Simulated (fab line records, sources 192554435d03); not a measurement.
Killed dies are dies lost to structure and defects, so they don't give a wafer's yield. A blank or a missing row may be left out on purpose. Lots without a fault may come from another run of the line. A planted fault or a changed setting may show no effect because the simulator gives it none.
Chamber matching | flow n5_finfet | N5_SD_EPI_N_ETCHBACK_44 on rie_diel-06: 4 sister chambers
The step etches SiNx in CH3F/O2, stops on SiO2, target depth 14.5 nm. 22 wafers are shown with their chamber, then 11 later ones without.

WAFERS WITH THEIR CHAMBER
wafer  | chamber | throttle_valve_pct (%) | showerhead_plenum_p_Torr (Torr) | drypump_motor_current_A (A)
L075.1 | 0       | 16.49                  | 2.08                            | 5.1
L075.3 | 3       | 15.88                  | 1.94                            | 4.9
L075.5 | 3       | 15.86                  | 1.94                            | 4.9
L076.1 | 3       | 15.87                  | 1.94                            | 4.9
L076.4 | 1       | 16.29                  | 2.04                            | 5.4
L076.6 | 3       | 15.87                  | 1.94                            | 4.9
L077.2 | 2       | 16.33                  | 1.94                            | 5.2
L077.5 | 1       | 16.29                  | 2.04                            | 5.3
L077.6 | 0       | 16.50                  | 2.08                            | 5.0
L079.1 | 1       | 16.30                  | 2.04                            | 5.3
L079.2 | 0       | 16.51                  | 2.07                            | 5.0
L079.5 | 0       | 16.51                  | 2.07                            | 5.1
L080.2 | 0       | 16.51                  | 2.07                            | 5.0
L080.3 | 1       | 16.31                  | 2.04                            | 5.4
L080.4 | 2       | 16.35                  | 1.94                            | 5.2
L082.1 | 1       | 16.31                  | 2.04                            | 5.4
L082.3 | 2       | 16.35                  | 1.94                            | 5.2
L082.6 | 1       | 16.31                  | 2.04                            | 5.4
L083.1 | 3       | 15.89                  | 1.94                            | 4.9
L083.2 | 0       | 16.54                  | 2.07                            | 5.1
L083.3 | 2       | 16.35                  | 1.93                            | 5.2
L085.1 | 1       | 16.33                  | 2.03                            | 5.4

SIGNATURES (means of the wafers above)
reading                  | chamber 0 | chamber 1 | chamber 2 | chamber 3 | scatter within a chamber
throttle_valve_pct       | 16.5100   | 16.3057   | 16.3450   | 15.8740   | 0.0137
showerhead_plenum_p_Torr | 2.0733    | 2.0386    | 1.9375    | 1.9400    | 0.00404
drypump_motor_current_A  | 5.050     | 5.371     | 5.200     | 4.900     | 0.0403
Rule: a wafer's distance from a chamber is the root of the sum, over the readings, of the square of ((its reading less the chamber's mean) divided by the reading's scatter). The wafer belongs to the nearest chamber; if the next one is less than 2 further off, it can't be placed. The scatter: the root of (the sum of the squares of (reading less its chamber's mean) over the shown wafers, divided by (wafers less chambers)).

WAFERS WITHOUT THEIR CHAMBER
wafer  | throttle_valve_pct (%) | showerhead_plenum_p_Torr (Torr) | drypump_motor_current_A (A)
L085.4 | 16.37                  | 1.93                            | 5.2
L085.5 | 15.90                  | 1.94                            | 4.9
L086.2 | 15.92                  | 1.94                            | 4.9
L086.4 | 16.38                  | 1.93                            | 5.2
L086.6 | 16.36                  | 1.93                            | 5.2
L090.2 | 16.35                  | 2.03                            | 5.4
L090.3 | 16.40                  | 1.93                            | 5.2
L090.4 | 16.54                  | 2.07                            | 5.0
L091.3 | 16.34                  | 2.03                            | 5.4
L091.4 | 16.56                  | 2.07                            | 5.0
L091.6 | 16.39                  | 1.93                            | 5.2

WHICH CHAMBER EACH WENT THROUGH
wafer  | from the rows above | in truth
L085.4 | 2                   | 2
L085.5 | 3                   | 3
L086.2 | 3                   | 3
L086.4 | 2                   | 2
L086.6 | 2                   | 2
L090.2 | 1                   | 1
L090.3 | 2                   | 2
L090.4 | 0                   | 0
L091.3 | 1                   | 1
L091.4 | 0                   | 0
L091.6 | 2                   | 2
Placed correctly: 11 of 11. Can't be placed from these rows: 0. Placed wrongly: 0.
